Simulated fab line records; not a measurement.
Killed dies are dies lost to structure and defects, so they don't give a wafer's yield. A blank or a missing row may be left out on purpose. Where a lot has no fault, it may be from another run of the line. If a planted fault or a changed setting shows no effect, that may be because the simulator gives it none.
Split-lot experiment / flow n5_finfet / 21 wafers read across 7 lots, on a route 1938 steps long

== ON THE SPLIT ==
At N5_BEOL_M6_TRENCH_ETCH_37 (etches SiCOH lowk in C4F6/O2, target depth 94.435 nm, time 31.5 s), the setting source_w was moved away from the recipe's 345 W on 7 of the 21 wafers read, by -15.8% to +14.8%. This setting was run at the recipe's value on the other wafers.

== FROM THE SPLIT TO THE READING: what the file shows between them, 9 steps ==
- N5_BEOL_M6_ETCH_41: etches SiCN in CH3F/O2, target depth 29.7 nm, time 52 s
- N5_BEOL_M6_STRIP_80: strips in N2/H2, time 10 s
- N5_BEOL_M6_OCD_MEAS_38
- N5_BEOL_M6_HM_STRIP_39: strips TiN in peroxide tin strip, target depth 25 nm, time 158 s
- N5_BEOL_M6_ALD_77: deposits TaN, target thk 2 nm, pulse time 2 s, purge time 3 s (also split here: co_reactant_pulse_time_s)
- N5_BEOL_M6_SURFACE_TREAT_79
- N5_BEOL_M6_CVD_78: deposits Co from CCTBA/H2, target thk 2 nm, time 142.3 s
- N5_BEOL_M6_ANNEAL_51: time 90 s
- N5_BEOL_M6_CMP_52: polishes, stops on SiCOH lowk, t overpolish 6.9 s, target thk 80 nm

== THE READING ==
M6_THK, in nm, at N5_BEOL_M6_THK_MEAS_53 (measures by xrf). A value of 78.5 nm with a standard deviation of 2.1 nm is what fault-free wafers of this fab line usually give.

wafer=L075.1; tool, chamber at the split=rie_diel-03, 0; source_w as run, W=304.3; against the recipe=-11.8%; M6_THK, nm=68.9; against lot-mates on the recipe=-8.6
wafer=L075.2; tool, chamber at the split=rie_diel-03, 3; source_w as run, W=304.3; against the recipe=-11.8%; M6_THK, nm=69.4; against lot-mates on the recipe=-8.1
wafer=L075.5; tool, chamber at the split=rie_diel-03, 1; source_w as run, W=345; against the recipe=recipe; M6_THK, nm=77.5; against lot-mates on the recipe=-
wafer=L080.2; tool, chamber at the split=rie_diel-06, 3; source_w as run, W=313.6; against the recipe=-9.1%; M6_THK, nm=77.9; against lot-mates on the recipe=+0.2
wafer=L080.5; tool, chamber at the split=rie_diel-06, 1; source_w as run, W=345; against the recipe=recipe; M6_THK, nm=77.1; against lot-mates on the recipe=-
wafer=L080.6; tool, chamber at the split=rie_diel-06, 2; source_w as run, W=345; against the recipe=recipe; M6_THK, nm=78.2; against lot-mates on the recipe=-
wafer=L081.1; tool, chamber at the split=rie_diel-03, 1; source_w as run, W=345; against the recipe=recipe; M6_THK, nm=77.8; against lot-mates on the recipe=-
wafer=L081.3; tool, chamber at the split=rie_diel-03, 2; source_w as run, W=290.6; against the recipe=-15.8%; M6_THK, nm=72.9; against lot-mates on the recipe=-4.9
wafer=L081.5; tool, chamber at the split=rie_diel-03, 0; source_w as run, W=290.6; against the recipe=-15.8%; M6_THK, nm=70.7; against lot-mates on the recipe=-7.1
wafer=L084.1; tool, chamber at the split=rie_diel-06, 0; source_w as run, W=390.2; against the recipe=+13.1%; M6_THK, nm=82.8; against lot-mates on the recipe=+5.8
wafer=L084.2; tool, chamber at the split=rie_diel-06, 2; source_w as run, W=345; against the recipe=recipe; M6_THK, nm=77.0; against lot-mates on the recipe=-
wafer=L084.3; tool, chamber at the split=rie_diel-06, 1; source_w as run, W=345; against the recipe=recipe; M6_THK, nm=76.9; against lot-mates on the recipe=-
wafer=L088.2; tool, chamber at the split=rie_diel-06, 3; source_w as run, W=345; against the recipe=recipe; M6_THK, nm=79.9; against lot-mates on the recipe=-
wafer=L088.3; tool, chamber at the split=rie_diel-06, 2; source_w as run, W=345; against the recipe=recipe; M6_THK, nm=76.3; against lot-mates on the recipe=-
wafer=L088.5; tool, chamber at the split=rie_diel-06, 0; source_w as run, W=345; against the recipe=recipe; M6_THK, nm=78.2; against lot-mates on the recipe=-
wafer=L096.1; tool, chamber at the split=rie_diel-06, 2; source_w as run, W=345; against the recipe=recipe; M6_THK, nm=77.7; against lot-mates on the recipe=-
wafer=L096.2; tool, chamber at the split=rie_diel-06, 0; source_w as run, W=345; against the recipe=recipe; M6_THK, nm=79.5; against lot-mates on the recipe=-
wafer=L096.3; tool, chamber at the split=rie_diel-06, 3; source_w as run, W=345; against the recipe=recipe; M6_THK, nm=81.8; against lot-mates on the recipe=-
wafer=L092.1; tool, chamber at the split=rie_diel-03, 3; source_w as run, W=345; against the recipe=recipe; M6_THK, nm=77.6; against lot-mates on the recipe=-
wafer=L092.4; tool, chamber at the split=rie_diel-03, 2; source_w as run, W=345; against the recipe=recipe; M6_THK, nm=79.3; against lot-mates on the recipe=-
wafer=L092.5; tool, chamber at the split=rie_diel-03, 2; source_w as run, W=396; against the recipe=+14.8%; M6_THK, nm=85.6; against lot-mates on the recipe=+7.2

THE FIT
A straight line over all 21 wafers: M6_THK changes by +0.468 nm for each +1% of source_w; r = +0.88; the points scatter about the line by 2 nm.
The same after taking each lot's own level away (the mean of its wafers on the recipe; 21 wafers): +0.455 nm for each +1%; r = +0.90; scatter 1.8 nm.
Per that fit: largest source_w move, reading shift of 7.2 nm.
The span of the lots' own levels, 76.95 to 79.67 nm, comes to 1.3 times the standard deviation stated above.
So the lot-to-lot level changes the slope little: the two slopes agree.
Check: with one of the wafers moved furthest among these (-15.8%) left out of the fit, the line predicts -7.73 nm for it against its lot-mates. It came out at -4.9 nm against them.
Tool readings at the split's step, against how far the setting was moved: rf_vpp_V r = -0.97.

== THE OTHER SPLITS THESE WAFERS WENT THROUGH ==
Note: prior to the reading, these wafers also went through further splits. Each is held against what the fit with the lots' levels taken away leaves over:
other split on the same wafers=N5_BEOL_M5_ETCH_72 bias_w; wafers away from the commonest value=9; r with M6_THK (lot level and that fit taken away)=-0.36
other split on the same wafers=N5_BEOL_M5_ETCH_62 source_w; wafers away from the commonest value=6; r with M6_THK (lot level and that fit taken away)=-0.12
other split on the same wafers=N5_BEOL_M6_PECVD_70 temp_c; wafers away from the commonest value=10; r with M6_THK (lot level and that fit taken away)=+0.03
other split on the same wafers=N5_BEOL_M6_ALD_77 co_reactant_pulse_time_s; wafers away from the commonest value=8; r with M6_THK (lot level and that fit taken away)=+0.07

== THE WHOLE CHAIN: every reading that the file lists as answering this split, in the file's order ==
step=N5_BEOL_M6_TRENCH_ETCH_37; what it does=etches SiCOH lowk in C4F6/O2, target depth 94.435 nm, time 31.5 s; reading=rf_vpp_V; change (the file's fit)=-3.31 V for each +1% of the setting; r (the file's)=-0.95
step=N5_BEOL_M6_TRENCH_ETCH_37; what it does=etches SiCOH lowk in C4F6/O2, target depth 94.435 nm, time 31.5 s; reading=BEOL_M6.feature_depth_nm (the simulator's own value, which no gauge read); change (the file's fit)=+0.454 nm for each +1% of the setting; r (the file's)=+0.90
step=N5_BEOL_M6_TRENCH_ETCH_37; what it does=etches SiCOH lowk in C4F6/O2, target depth 94.435 nm, time 31.5 s; reading=etch.depth_nm (the simulator's own value, which no gauge read); change (the file's fit)=+0.453 nm for each +1% of the setting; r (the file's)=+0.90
step=N5_BEOL_M6_OCD_MEAS_38; what it does=; reading=trench_depth_nm; change (the file's fit)=+0.462 nm for each +1% of the setting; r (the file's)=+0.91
step=N5_BEOL_M6_THK_MEAS_53; what it does=measures by xrf; reading=M6_THK; change (the file's fit)=+0.434 for each +1% of the setting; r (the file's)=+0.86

== THE FILE'S OWN FIT ==
M6_THK changes by +0.434 nm for each +1% of source_w, r = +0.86.
